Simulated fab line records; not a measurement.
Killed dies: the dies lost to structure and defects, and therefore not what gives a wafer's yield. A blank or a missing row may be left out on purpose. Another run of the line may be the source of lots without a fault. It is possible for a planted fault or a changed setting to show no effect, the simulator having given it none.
Chamber matching -- flow nandHarc -- rieDiel-11 running NHARC_A_CONTACT_DESCUM_74: 4 sister chambers
The step chemistry O2, time 3 s. 16 wafers are shown with their chamber, then 8 later ones without.

WAFERS, EACH WITH ITS CHAMBER
wafer,chamber,drypumpMotorCurrentA (A),showerheadPlenumPTorr (Torr),rfVppV (V)
L074.4,2,6.1,2.04,59.4
L074.5,0,5.3,1.90,58.2
L074.6,3,5.9,1.95,58.0
L076.1,2,6.1,2.04,58.9
L076.4,3,5.9,1.95,58.6
L076.6,1,5.6,1.95,57.4
L079.1,2,6.1,2.03,57.6
L079.2,3,5.9,1.95,58.4
L079.6,3,5.9,1.95,57.9
L081.3,2,6.1,2.03,58.3
L081.4,1,5.5,1.94,58.4
L081.6,1,5.5,1.94,58.9
L088.4,0,5.3,1.89,56.2
L088.5,0,5.3,1.89,57.4
L088.6,3,5.9,1.94,58.5
L090.2,0,5.3,1.89,57.4

SIGNATURES, as means of the wafers listed above
reading,chamber 0,chamber 1,chamber 2,chamber 3,scatter within a chamber
drypumpMotorCurrentA,5.300,5.533,6.100,5.900,0.0236
showerheadPlenumPTorr,1.8925,1.9433,2.0350,1.9480,0.00518
rfVppV,57.300,58.233,58.550,58.280,0.671
Rule: for each reading, subtract the chamber's mean from the wafer's reading, divide by that reading's scatter and square the result; add these up over the readings and take the root, which gives the wafer's distance from the chamber. The wafer belongs to the nearest chamber; if the next one is less than 2 further off, it can't be placed. The scatter: the root of (the sum of the squares of (reading less its chamber's mean) over the shown wafers, divided by (wafers less chambers)).

WAFERS MISSING THEIR CHAMBER
wafer,drypumpMotorCurrentA (A),showerheadPlenumPTorr (Torr),rfVppV (V)
L090.4,5.5,1.94,57.8
L090.5,5.9,1.94,59.3
L089.1,5.9,1.94,57.6
L089.3,5.3,1.88,57.6
L089.6,6.0,2.02,59.0
L097.1,5.9,1.94,59.2
L097.2,5.3,1.88,58.8
L097.6,6.1,2.02,58.4

WHICH CHAMBER EACH WENT THROUGH
wafer,from the rows above,in truth
L090.4,1,1
L090.5,3,3
L089.1,3,3
L089.3,0,0
L089.6,2,2
L097.1,3,3
L097.2,0,0
L097.6,2,2
Correctly placed: 8 of 8. Not placeable from these rows: 0. Number placed wrongly: 0.
